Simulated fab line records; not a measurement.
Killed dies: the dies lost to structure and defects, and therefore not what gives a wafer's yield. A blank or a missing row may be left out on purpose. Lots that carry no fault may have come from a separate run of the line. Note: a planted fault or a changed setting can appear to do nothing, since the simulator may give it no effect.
Matching of chambers    flow nand_harc    NHARC_P_M1_ETCH_35 on rie_diel-03 has 4 sister chambers
The step etches the open film in N2/H2, target depth 40 nm, overetch 12 nm, time 43.94 s. 4 wafers are shown with their chamber, then 10 later ones without.

WAFERS, EACH WITH ITS CHAMBER
wafer   chamber  showerhead_plenum_p_Torr (Torr)
L087.3  3        1.99
L091.4  0        2.16
L089.2  2        2.02
L089.3  1        1.91

WAFERS WHOSE CHAMBER IS MISSING
wafer   showerhead_plenum_p_Torr (Torr)
L089.4  2.16
L094.1  2.15
L094.2  1.99
L094.3  1.91
L093.3  1.91
L093.4  1.99
L093.6  1.91
L096.1  1.91
L096.2  2.02
L096.4  1.99

THE CHAMBER EACH PASSED THROUGH
wafer   from the rows above  in truth
L089.4  0                    0
L094.1  0                    0
L094.2  3                    3
L094.3  1                    1
L093.3  1                    1
L093.4  3                    3
L093.6  1                    1
L096.1  1                    1
L096.2  2                    2
L096.4  3                    3
Correct placement for 10 of the 10. Left unplaced by these rows: 0. Wrongly placed: 0.
How it was worked out, from the rows above alone: a wafer's distance from a chamber is the root of the sum, over the readings, of the square of ((its reading less the chamber's mean) divided by the reading's scatter). If the next closest chamber is less than 2 further off than the closest, the wafer can't be placed; otherwise it belongs to the closest. The mean given for a chamber averages the wafers shown for that chamber. The scatter (one wafer shown for each chamber): square how far every hidden wafer sits from the nearest shown wafer, average those squares and take the square root.
